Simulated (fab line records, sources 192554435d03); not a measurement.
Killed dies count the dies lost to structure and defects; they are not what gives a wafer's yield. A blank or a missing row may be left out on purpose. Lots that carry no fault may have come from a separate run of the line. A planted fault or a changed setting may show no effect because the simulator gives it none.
Split-lot trial + flow n5-finfet + 7 lots, 39 wafers read, on a route of 1938 steps

## ON THE SPLIT
At N5_HKMG_FIN_CVD_62 (deposits a-Si from Si2H6, target thk 3 nm, time 20.8 s), the setting target-thk-a was moved away from the recipe's 30 angstrom on 18 of the 39 wafers read, by -14.2% to +13.2%. The other wafers ran this setting at the recipe's value.

The reading is taken at the split's own step.

## THE READING
a-Si_of_HKMG_FIN_CVD_62.thk-nm (the simulator's own value, which no gauge read), in nm, at N5_HKMG_FIN_CVD_62 (deposits a-Si from Si2H6, target thk 3 nm, time 20.8 s). The file gives no usual value for it. Across the 21 wafers here that went through the recipe, the average is 3.0 nm and the standard deviation 0.097 nm.

| wafer  | tool, chamber at the split | target-thk-a as run, angstrom | against the recipe | a-Si_of_HKMG_FIN_CVD_62.thk-nm, nm | against lot-mates on the recipe |
|--------|----------------------------|-------------------------------|--------------------|------------------------------------|---------------------------------|
| L074.1 | thermal-cvd-si-02, 0       | 28.02                         | -6.6%              | 3                                  | +0.0                            |
| L074.2 | thermal-cvd-si-02, 2,1,0   | 30                            | recipe             | 3                                  | -                               |
| L074.3 | thermal-cvd-si-02, 2,1,0   | 30                            | recipe             | 3                                  | -                               |
| L074.6 | thermal-cvd-si-02, 2,1,0   | 30                            | recipe             | 3                                  | -                               |
| L074.4 | thermal-cvd-si-02, 2,1     | 28.02                         | -6.6%              | 2.8                                | -0.2                            |
| L074.5 | thermal-cvd-si-02, 2,1     | 28.02                         | -6.6%              | 2.8                                | -0.2                            |
| L085.1 | thermal-cvd-si-02, 0,2,0   | 30                            | recipe             | 3                                  | -                               |
| L085.3 | thermal-cvd-si-02, 0,2,0   | 30                            | recipe             | 3                                  | -                               |
| L085.5 | thermal-cvd-si-02, 0,2,0   | 30                            | recipe             | 3                                  | -                               |
| L086.1 | thermal-cvd-si-01, 0       | 30                            | recipe             | 3                                  | -                               |
| L086.5 | thermal-cvd-si-01, 0       | 30                            | recipe             | 3                                  | -                               |
| L086.2 | thermal-cvd-si-01, 2,0     | 26.52                         | -11.6%             | 2.6                                | -0.3                            |
| L086.4 | thermal-cvd-si-01, 2,0     | 26.52                         | -11.6%             | 2.6                                | -0.3                            |
| L086.3 | thermal-cvd-si-01, 2       | 26.52                         | -11.6%             | 2.4                                | -0.5                            |
| L086.6 | thermal-cvd-si-01, 2       | 30                            | recipe             | 2.8                                | -                               |
| L090.1 | thermal-cvd-si-01, 0       | 30                            | recipe             | 3                                  | -                               |
| L090.6 | thermal-cvd-si-01, 0       | 30                            | recipe             | 3                                  | -                               |
| L090.2 | thermal-cvd-si-01, 1       | 33.96                         | +13.2%             | 3.4                                | +0.5                            |
| L090.5 | thermal-cvd-si-01, 1       | 33.96                         | +13.2%             | 3.4                                | +0.5                            |
| L090.3 | thermal-cvd-si-01, 2       | 30                            | recipe             | 2.8                                | -                               |
| L090.4 | thermal-cvd-si-01, 2       | 33.96                         | +13.2%             | 3.2                                | +0.3                            |
| L091.1 | thermal-cvd-si-02, 2,0     | 30                            | recipe             | 3.2                                | -                               |
| L091.3 | thermal-cvd-si-02, 2,0     | 30                            | recipe             | 3.2                                | -                               |
| L091.2 | thermal-cvd-si-02, 1       | 31.36                         | +4.5%              | 3.4                                | +0.3                            |
| L091.4 | thermal-cvd-si-02, 0,1     | 31.36                         | +4.5%              | 3.2                                | +0.1                            |
| L091.6 | thermal-cvd-si-02, 0,1     | 31.36                         | +4.5%              | 3.2                                | +0.1                            |
| L091.5 | thermal-cvd-si-02, 2       | 30                            | recipe             | 3                                  | -                               |
| L093.1 | thermal-cvd-si-02, 1,0     | 32.78                         | +9.3%              | 3.4                                | +0.3                            |
| L093.4 | thermal-cvd-si-02, 1,0     | 32.78                         | +9.3%              | 3.4                                | +0.3                            |
| L093.2 | thermal-cvd-si-02, 2,1     | 30                            | recipe             | 3                                  | -                               |
| L093.5 | thermal-cvd-si-02, 2,1     | 30                            | recipe             | 3                                  | -                               |
| L093.3 | thermal-cvd-si-02, 0       | 30                            | recipe             | 3.2                                | -                               |
| L093.6 | thermal-cvd-si-02, 2       | 32.78                         | +9.3%              | 3.2                                | +0.1                            |
| L095.1 | thermal-cvd-si-02, 1,2     | 25.73                         | -14.2%             | 2.4                                | -0.6                            |
| L095.5 | thermal-cvd-si-02, 1,2     | 25.73                         | -14.2%             | 2.4                                | -0.6                            |
| L095.2 | thermal-cvd-si-02, 0,2,1   | 30                            | recipe             | 3                                  | -                               |
| L095.3 | thermal-cvd-si-02, 0,2,1   | 30                            | recipe             | 3                                  | -                               |
| L095.6 | thermal-cvd-si-02, 0,2,1   | 30                            | recipe             | 3                                  | -                               |
| L095.4 | thermal-cvd-si-02, 0       | 25.73                         | -14.2%             | 2.6                                | -0.4                            |
Rows listing several chambers each stand for several wafers; the file does not say which wafer went through which chamber.

FIT RESULTS
A straight line over all 39 wafers: a-Si_of_HKMG_FIN_CVD_62.thk-nm changes by +0.0342 nm for each +1% of target-thk-a; r = +0.91; the points scatter about the line by 0.11 nm.
The same after taking each lot's own level away (the mean of its wafers on the recipe; 39 wafers): +0.0324 nm for each +1%; r = +0.93; scatter 0.091 nm.
Per that fit: largest target-thk-a move, reading shift of 0.46 nm.
The span of the lots' own levels, 2.93 to 3.13 nm, comes to 2.1 times the standard deviation stated above.
The two slopes agree, so the slope changes little with the lot-to-lot level.
Check: with one of the wafers moved furthest among these (-14.2%) left out of the fit, the line predicts -0.45 nm for it against its lot-mates. It came out at -0.6 nm against them.

## THE OTHER SPLITS THESE WAFERS WENT THROUGH
These wafers also went through other splits before the reading. Each is held against what the fit with the lots' levels taken away leaves over:
| other split on the same wafers   | wafers away from the commonest value | r with a-Si_of_HKMG_FIN_CVD_62.thk-nm (lot level and that fit taken away) |
|----------------------------------|--------------------------------------|---------------------------------------------------------------------------|
| N5_FIN_CUT_ETCH_21 bias-w        | 12                                   | -0.14                                                                     |
| N5_SD_EPI_N_EPI_21 pressure-torr | 33                                   | -0.09                                                                     |

## THE FILE'S OWN FIT
a-Si_of_HKMG_FIN_CVD_62.thk-nm changes by +0.0325 nm for each +1% of target-thk-a, r = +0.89.
